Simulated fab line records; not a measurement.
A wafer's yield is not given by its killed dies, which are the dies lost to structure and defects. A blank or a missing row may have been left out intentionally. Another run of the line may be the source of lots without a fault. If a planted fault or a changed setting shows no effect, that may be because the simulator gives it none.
Comparing a struck lot with a sound one || flow n5-finfet || 19 steps out of a route of 1938
Sound: wafers L687.1, L687.2, L687.3. Wafers struck: L672.3, L672.4, L672.6. Last of all comes the cause.
Per side, at each step with rows, come the tool, then ch with its chambers, and then its first start. Under that, the readings that differ: sound wafers || struck wafers || difference of the means || sigmas: that difference in standard deviations of wafers without a fault.
alike: words and numbers the same on both sides, and readings whose means are apart by under 2 such deviations; not compared: readings that were withheld, readings missing a value for some wafer, numbers with overlapping values and no deviation given by the record, and bounds like >300 which may hide the same value.
Wherever a step has rows on one side only, a row that says differs or no value, or a row with sigmas, the two part there. Numbers that don't overlap but have no deviation are shown without sigmas and don't part them. A reading missing from all wafers of one side parts the sides only when that side holds two or more wafers.

first, 12 steps without rows for these wafers: N5_GATE_CUT_STRIP_42 (strips in O2); N5_GATE_CUT_ETCH_19 (etches SiNx in CH3F/O2, target depth 53.7 nm, time 76.7 s); N5_GATE_CUT_CUT_ETCH_53 (etches W in SF6/Cl2, target depth 79.2 nm); N5_GATE_CUT_CUT_ETCH_54 (etches TiN in Cl2/BCl3, target depth 96.7 nm); N5_GATE_CUT_CUT_ETCH_55 (etches HfO2 in BCl3, target depth 3.2 nm); N5_GATE_CUT_ETCH_47 (etches SiO2 in Cl2/BCl3, target depth 10 nm); N5_GATE_CUT_VAPOR_ETCH_48 (etches TiN in BCl3/Cl2); N5_GATE_CUT_VAPOR_ETCH_49 (etches TiAlC in BCl3/Cl2); N5_GATE_CUT_VAPOR_ETCH_51 (etches HfO2 in BCl3/Cl2); N5_GATE_CUT_STRIP_21 (strips in N2/H2, time 30 s); N5_GATE_CUT_STRIP_29 (strips in post etch residue remover, time 60 s); N5_GATE_CUT_SRD_52 (time 30 s).
N5_GATE_CUT_ALD_22: deposits SiNx, target thk 16 nm, pulse time 1 s, ald cycles 320.
  sound on ald-sin-04 ch 1,2,3, day 9 01:35; struck on ald-sin-04 ch 1,3, day 5 07:28
  no value came back on the struck wafers for ald-cycles, chamber-pressure-Torr (Torr), heater-power-w (W), precursor-pulse-height-rel; on the sound wafers ald-cycles reads 320 320 320
N5_GATE_CUT_CMP_23: polishes, stops on SiO2, t overpolish 23.4 s, target thk 16 nm.
  sound on cmp-04 ch 0,2,3, day 9 03:04; struck on cmp-01 ch 0,1,2, day 5 08:58
{"reading": "time-to-endpoint-s (s)", "sound": "15.6 18.9 19.6", "struck": "123.2 126.7 123.6", "difference": "+106.5", "sigmas": "+39"}
{"reading": "model.SiO2_of_GATE_CUT_HM_DEP_46.thk-nm (nm)", "sound": "103.8 103.2 104.2", "struck": "15.4 15.4 14.6", "difference": -88.6, "sigmas": ""}
  alike: motor-current-A, platen-rpm, retaining-ring-pressure-frac, slurry-flow-ml-min
N5_GATE_CUT_THK_MEAS_24:
  sound: film-metro-02 at day 9 03:22; struck: film-metro-02 at day 5 09:16
{"reading": "GC_FILL_THK (nm)", "sound": "218.8 219.6 218.8", "struck": "132.7 132.5 130.9", "difference": -87.0, "sigmas": -41}
then, 1 step without rows for these wafers: N5_GATE_CUT_CMP_43 (polishes SiO2).
N5_GATE_CUT_CMP_61: polishes, stops on SiNx, t overpolish 3 s.
  sound on cmp-04 ch 0,2,3, day 9 03:52; struck on cmp-02 ch 0,2,3, day 5 09:50
{"reading": "model.SiO2_of_GATE_CUT_HM_DEP_46.thk-nm (nm)", "sound": "0 0 0", "struck": "1.8 2.8 3.8", "difference": "+2.8", "sigmas": ""}
  alike: motor-current-A, platen-rpm, retaining-ring-pressure-frac, slurry-flow-ml-min
N5_BEOL_M4_RC_MEAS_101:
  the record has rows for the sound wafers here (prober-02 ch 0, day 12 17:07) and none for the struck ones
-- here the record skips 9 days between the struck wafers' starts before and after, leaving off in module BEOL_M4 and picking up in module PASSIVATION (first step shown: number 1936 of the route) --
N5_PASSIVATION_PROBE_49:
  rows exist in the record for the struck wafers here (prober-02, day 14 03:44), but not for the sound ones

== WHERE THEY PART ==
Last at N5_PASSIVATION_PROBE_49 as far as this record goes, first at N5_GATE_CUT_ALD_22.

WHY: what had been put in by the simulator
Skipped step whole: ald-sin-04, from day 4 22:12 on, at N5_GATE_CUT_ALD_22. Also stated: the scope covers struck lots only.
